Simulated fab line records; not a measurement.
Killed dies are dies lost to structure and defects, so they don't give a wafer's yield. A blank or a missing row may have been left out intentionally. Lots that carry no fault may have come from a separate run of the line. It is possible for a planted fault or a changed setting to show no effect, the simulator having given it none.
Which tool was responsible? + flow nand harc + Sampling: 13 lots, 39 wafers, 5 of 1159 route steps

== WHAT THE GAUGES READ, wafer by wafer ==
NHARC_A_CONTACT_INSPECT_23. Usual: raw defect count at 447, with a standard deviation of 130.
| lot  | measured     | on                | raw defect count | flag |
|------|--------------|-------------------|------------------|------|
| L909 | day 17 12:39 | defect inspect-02 | 259 262 349      |      |
| L911 | day 18 02:05 | defect inspect-01 | 363 351 334      |      |
| L912 | day 18 10:01 | defect inspect-02 | 385 356 409      |      |
| L913 | day 18 18:53 | defect inspect-01 | 648 310 585      |      |
| L915 | day 19 06:43 | defect inspect-01 | 429 611 540      |      |
| L918 | day 19 17:11 | defect inspect-01 | 389 718 498      |      |
| L919 | day 19 23:40 | defect inspect-01 | 316 349 461      |      |
| L917 | day 20 04:40 | defect inspect-01 | 311 419 458      |      |
| L916 | day 20 04:49 | defect inspect-01 | 393 382 473      |      |
| L923 | day 21 10:20 | defect inspect-01 | 331 351 643      |      |
| L929 | day 22 18:46 | defect inspect-01 | 327 523 394      |      |
| L930 | day 23 06:06 | defect inspect-02 | 337 312 379      |      |
| L931 | day 23 06:51 | defect inspect-01 | 449 469 403      |      |

NHARC_END_SORT_01. Usual: killed at array 24, standard deviation 8.8; killed at other 0.7, standard deviation 0.99; killed at periphery 3.5, standard deviation 2.6; killed dies 28, standard deviation 9.3; killed open 3.2, standard deviation 1.7; killed short 1.7, standard deviation 1.4.
| lot  | measured     | on        | killed at array | killed at other | killed at periphery | killed dies | killed open | killed short | flag |
|------|--------------|-----------|-----------------|-----------------|---------------------|-------------|-------------|--------------|------|
| L909 | day 19 23:49 | prober-02 | 17 20 22        | 0 0 0           | 8 6 7               | 25 26 29    | 1 3 2       | 2 1 1        |      |
| L929 | day 24 18:49 | prober-02 | 22 26 26        | 0 2 2           | 4 3 3               | 26 31 31    | 5 6 3       | 2 0 1        |      |

== TOOL THAT RAN EACH LOT (tool first, then ch and the chambers of the sampled wafers, then the start) ==
| lot  | NHARC_A_CONTACT_ETCH_31                       | NHARC_A_CONTACT_ETCH_137             | NHARC_A_BLC_SOFTBAKE_05           |
|------|-----------------------------------------------|--------------------------------------|-----------------------------------|
| L909 | rie diel-03 ch 2,3, day 17 04:24 or earlier   | har cap etch-02 ch 0,1, day 17 04:24 | litho track-04 ch 0, day 17 12:00 |
| L911 | rie diel-09 ch 2,3, day 17 19:20 or earlier   | har cap etch-03 ch 0,1, day 17 19:20 | litho track-01 ch 0, day 18 02:00 |
| L912 | rie diel-01 ch 0,1,3, day 18 06:39 or earlier | har cap etch-02 ch 0,1, day 18 06:39 | litho track-06 ch 0, day 18 10:00 |
| L913 | rie diel-01 ch 0,2,3, day 18 11:32 or earlier | har cap etch-02 ch 0,1, day 18 11:32 | litho track-04 ch 0, day 18 18:00 |
| L915 | rie diel-01 ch 1,2, day 19 01:14 or earlier   | har cap etch-03 ch 0,1, day 19 01:14 | litho track-01 ch 0, day 19 06:00 |
| L918 | rie diel-09 ch 1,2, day 19 13:54 or earlier   | har cap etch-01 ch 0, day 19 13:54   | litho track-06 ch 0, day 19 17:00 |
| L919 | rie diel-01 ch 0,3, day 19 20:17 or earlier   | har cap etch-01 ch 0,1, day 19 20:17 | litho track-06 ch 0, day 19 23:00 |
| L917 | rie diel-01 ch 0,3, day 19 21:15 or earlier   | har cap etch-03 ch 0,1, day 19 21:15 | litho track-06 ch 0, day 20 04:00 |
| L916 | rie diel-03 ch 0,1,2, day 19 21:37 or earlier | har cap etch-02 ch 0,1, day 19 21:37 | litho track-01 ch 0, day 20 04:00 |
| L923 | rie diel-01 ch 1,2, day 21 01:13 or earlier   | har cap etch-02 ch 0,1, day 21 01:13 | litho track-06 ch 0, day 21 10:00 |
| L929 | rie diel-03 ch 1,3, day 22 14:34 or earlier   | har cap etch-01 ch 0,1, day 22 14:34 | litho track-01 ch 0, day 22 18:00 |
| L930 | rie diel-01 ch 0,2, day 22 22:17 or earlier   | har cap etch-01 ch 0,1, day 22 22:17 | litho track-04 ch 0, day 23 06:00 |
| L931 | rie diel-01 ch 0,2, day 23 02:58 or earlier   | har cap etch-02 ch 0,1, day 23 02:58 | litho track-01 ch 0, day 23 06:00 |
- NHARC_A_CONTACT_ETCH_31: etches the open film in O2/COS, target depth 2000 nm, time 520 s.
- NHARC_A_CONTACT_ETCH_137: etches the open film in C4F8/O2/Ar, time 132 s, target depth 1287 nm.
- NHARC_A_BLC_SOFTBAKE_05: time 55 s.

== AS READ BY THE TOOLS THEMSELVES (means over the sampled wafers that have a number; for cases with no such wafer, the mark the record gives instead) ==
NHARC_A_CONTACT_ETCH_31. Usual: bias w 299.9 W, standard deviation 0.85; drypump motor current A 5.6 A, standard deviation 0.45; oes product au 0.999 a.u., standard deviation 0.0083; rf vpp V 314.2 V, standard deviation 2.2; showerhead plenum p Torr 3.13 Torr, standard deviation 0.15; throttle valve pct 28.331 %, standard deviation 0.0099.
| lot  | tool        | bias w (W) | drypump motor current A (A) | oes product au (a.u.) | rf vpp V (V) | showerhead plenum p Torr (Torr) | throttle valve pct (%) | flag |
|------|-------------|------------|-----------------------------|-----------------------|--------------|---------------------------------|------------------------|------|
| L909 | rie diel-03 | 299.8      | 5.3                         | 1.001                 | 313.5        | 3.05                            | 28.335                 |      |
| L911 | rie diel-09 | 299.9      | 5.6                         | 0.999                 | 316.1        | 3.23                            | 28.333                 |      |
| L912 | rie diel-01 | 299.9      | 6.0                         | 0.993                 | 314.8        | 3.13                            | 28.335                 |      |
| L913 | rie diel-01 | 300.0      | 5.8                         | 0.998                 | 314.9        | 3.16                            | 28.328                 |      |
| L915 | rie diel-01 | 299.3      | 5.9                         | 0.994                 | 312.3        | 2.99                            | 28.344                 |      |
| L918 | rie diel-09 | 299.9      | 5.3                         | 1.001                 | 313.2        | 3.00                            | 28.344                 |      |
| L919 | rie diel-01 | 300.0      | 6.0                         | 1.002                 | 313.9        | 3.17                            | 28.325                 |      |
| L917 | rie diel-01 | 300.5      | 5.9                         | 0.998                 | 316.7        | 3.26                            | 28.325                 |      |
| L916 | rie diel-03 | 299.2      | 5.3                         | 1.004                 | 315.4        | 3.23                            | 28.337                 |      |
| L923 | rie diel-01 | 300.3      | 5.8                         | 0.998                 | 312.9        | 3.01                            | 28.322                 |      |
| L929 | rie diel-03 | 299.6      | 4.9                         | 1.005                 | 314.1        | 3.11                            | 28.329                 |      |
| L930 | rie diel-01 | 299.2      | 5.6                         | 0.993                 | 314.6        | 3.14                            | 28.337                 |      |
| L931 | rie diel-01 | 300.0      | 5.6                         | 0.990                 | 314.2        | 3.14                            | 28.335                 |      |

NHARC_A_BLC_SOFTBAKE_05. Usual: chill plate temp C 23.00 C, standard deviation 0.099; heater power total W 188.44 W, standard deviation 0.13.
| lot  | tool           | chill plate temp C (C) | heater power total W (W) | flag |
|------|----------------|------------------------|--------------------------|------|
| L909 | litho track-04 | 23.03                  | 188.61                   |      |
| L911 | litho track-01 | 22.97                  | 188.68                   |      |
| L912 | litho track-06 | 23.05                  | 188.35                   |      |
| L913 | litho track-04 | 23.10                  | 188.49                   |      |
| L915 | litho track-01 | 23.08                  | 188.36                   |      |
| L918 | litho track-06 | 22.93                  | 188.35                   |      |
| L919 | litho track-06 | 23.06                  | 188.37                   |      |
| L917 | litho track-06 | 23.03                  | 177.87                   | OFF  |
| L916 | litho track-01 | 22.89                  | 188.43                   |      |
| L923 | litho track-06 | 22.89                  | 177.79                   | OFF  |
| L929 | litho track-01 | 23.01                  | 188.44                   |      |
| L930 | litho track-04 | 22.95                  | 188.54                   |      |
| L931 | litho track-01 | 22.96                  | 188.36                   |      |

== THE ANSWER, worked out from the rows above alone ==
Rule: lot off if the mean of its wafers having a number is beyond 3 standard deviations from the usual mean. Also off: a lot with no number at a reading for which 4 or more lots have one. All remaining lots with rows at the step are treated as sound. After the gauges, taken in route order, come the tools' own readings; for these a lot's mean is taken, as printed above. At the first step where some lot is off, the reading lying furthest off is the one used; lots without a number count as furthest.
Off at NHARC_A_BLC_SOFTBAKE_05 (heater power total W): L917, L923.
A tool fits if, at that step or a process step before it, it ran every lot that is off, and no sound lot after the first of them. NHARC_A_CONTACT_ETCH_31: start missing for some lots; hours and lot order therefore follow NHARC_A_CONTACT_ETCH_137. One fits: NHARC_A_BLC_SOFTBAKE_05 on litho track-06. Its last sound lot is L919 (day 19 23:00), its first lot that is off L917 (day 20 04:00): a fault that began between those two fits.
On the lots that are off, the tool's own readings at NHARC_A_BLC_SOFTBAKE_05 differ by more than 5 times the standard deviation of the sound lots' means, which bears it out; heater power total W reads 177.83 W there versus 188.45 W on the sound lots.

== WHAT HAD BEEN PUT IN BY THE SIMULATOR ==
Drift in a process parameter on litho track-06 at NHARC_A_BLC_SOFTBAKE_05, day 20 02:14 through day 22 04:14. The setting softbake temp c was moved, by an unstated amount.
Shown lots that were struck: L917, L923. This agrees with what the rule above found.
